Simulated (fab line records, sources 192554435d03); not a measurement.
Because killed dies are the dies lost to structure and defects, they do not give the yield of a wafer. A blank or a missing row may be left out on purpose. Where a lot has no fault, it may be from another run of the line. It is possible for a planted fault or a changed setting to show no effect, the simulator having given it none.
Matching of chambers ; flow n5 finfet ; rie diel-06 running N5_DUMMY_GATE_STRIP_48: 4 sister chambers
The step strips in N2/H2, time 20 s. 4 wafers are shown with their chamber, then 12 later ones without.

== WAFERS, EACH WITH ITS CHAMBER ==
wafer;chamber;drypump motor current A (A)
L084.3;0;5.4
L084.4;1;5.7
L088.3;2;5.8
L088.5;3;5.2

== WAFERS MISSING THEIR CHAMBER ==
wafer;drypump motor current A (A)
L090.2;5.2
L090.3;5.8
L090.4;5.7
L091.1;5.4
L091.3;5.2
L091.6;5.9
L093.1;5.8
L093.3;5.4
L093.6;5.2
L094.1;5.1
L094.2;5.4
L094.3;5.8

== EACH ONE'S CHAMBER ==
wafer;from the rows above;in truth
L090.2;3;3
L090.3;2;2
L090.4;1;1
L091.1;0;0
L091.3;3;3
L091.6;2;2
L093.1;2;2
L093.3;0;0
L093.6;3;3
L094.1;3;3
L094.2;0;0
L094.3;2;2
Correctly placed: 12 of 12. Left unplaced by these rows: 0. Number placed wrongly: 0.
How it was worked out, from the rows above alone: a wafer's distance from a chamber is the root of the sum, over the readings, of the square of ((its reading less the chamber's mean) divided by the reading's scatter). The wafer belongs to the nearest chamber; if the next one is less than 2 further off, it can't be placed. Each chamber's mean is taken over the wafers shown for it. The scatter (one wafer shown for each chamber): square how far every hidden wafer sits from the nearest shown wafer, average those squares and take the square root.
